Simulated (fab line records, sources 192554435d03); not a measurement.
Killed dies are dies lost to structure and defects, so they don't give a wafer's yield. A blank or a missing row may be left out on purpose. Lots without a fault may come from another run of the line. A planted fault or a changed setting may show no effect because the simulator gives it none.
Chamber matching | flow n5_finfet | N5_DUMMY_GATE_STRIP_41 on rie_diel-02: 4 sister chambers
The step strips in O2. 14 wafers are shown with their chamber, then 7 later ones without.

WAFERS WITH THEIR CHAMBER
wafer  | chamber | showerhead_plenum_p_Torr (Torr) | drypump_motor_current_A (A) | throttle_valve_pct (%)
L075.1 | 1       | 2.14                            | 6.6                         | 16.40
L075.2 | 3       | 2.05                            | 5.2                         | 16.36
L075.5 | 0       | 2.18                            | 6.3                         | 16.47
L076.3 | 1       | 2.14                            | 6.6                         | 16.41
L076.5 | 2       | 2.07                            | 6.1                         | 16.99
L076.6 | 1       | 2.14                            | 6.6                         | 16.41
L077.2 | 2       | 2.07                            | 6.2                         | 17.00
L077.3 | 3       | 2.05                            | 5.2                         | 16.35
L077.4 | 1       | 2.14                            | 6.6                         | 16.42
L081.3 | 1       | 2.14                            | 6.6                         | 16.42
L081.4 | 0       | 2.18                            | 6.2                         | 16.46
L081.6 | 2       | 2.07                            | 6.1                         | 17.04
L082.1 | 1       | 2.13                            | 6.6                         | 16.45
L082.2 | 0       | 2.18                            | 6.3                         | 16.49

SIGNATURES (means of the wafers above)
reading                  | chamber 0 | chamber 1 | chamber 2 | chamber 3 | scatter within a chamber
showerhead_plenum_p_Torr | 2.1800    | 2.1383    | 2.0700    | 2.0500    | 0.00289
drypump_motor_current_A  | 6.267     | 6.600     | 6.133     | 5.200     | 0.0365
throttle_valve_pct       | 16.4733   | 16.4183   | 17.0100   | 16.3550   | 0.0184
Rule: a wafer's distance from a chamber is the root of the sum, over the readings, of the square of ((its reading less the chamber's mean) divided by the reading's scatter). The wafer belongs to the nearest chamber; if the next one is less than 2 further off, it can't be placed. The scatter: the root of (the sum of the squares of (reading less its chamber's mean) over the shown wafers, divided by (wafers less chambers)).

WAFERS WITHOUT THEIR CHAMBER
wafer  | showerhead_plenum_p_Torr (Torr) | drypump_motor_current_A (A) | throttle_valve_pct (%)
L082.3 | 2.05                            | 5.2                         | 16.35
L083.2 | 2.07                            | 6.1                         | 17.04
L083.5 | 2.18                            | 6.3                         | 16.49
L083.6 | 2.13                            | 6.6                         | 16.45
L090.1 | 2.13                            | 6.6                         | 16.47
L090.3 | 2.06                            | 6.2                         | 17.07
L090.5 | 2.04                            | 5.3                         | 16.40

WHICH CHAMBER EACH WENT THROUGH
wafer  | from the rows above | in truth
L082.3 | 3                   | 3
L083.2 | 2                   | 2
L083.5 | 0                   | 0
L083.6 | 1                   | 1
L090.1 | 1                   | 1
L090.3 | 2                   | 2
L090.5 | 3                   | 3
Placed correctly: 7 of 7. Can't be placed from these rows: 0. Placed wrongly: 0.
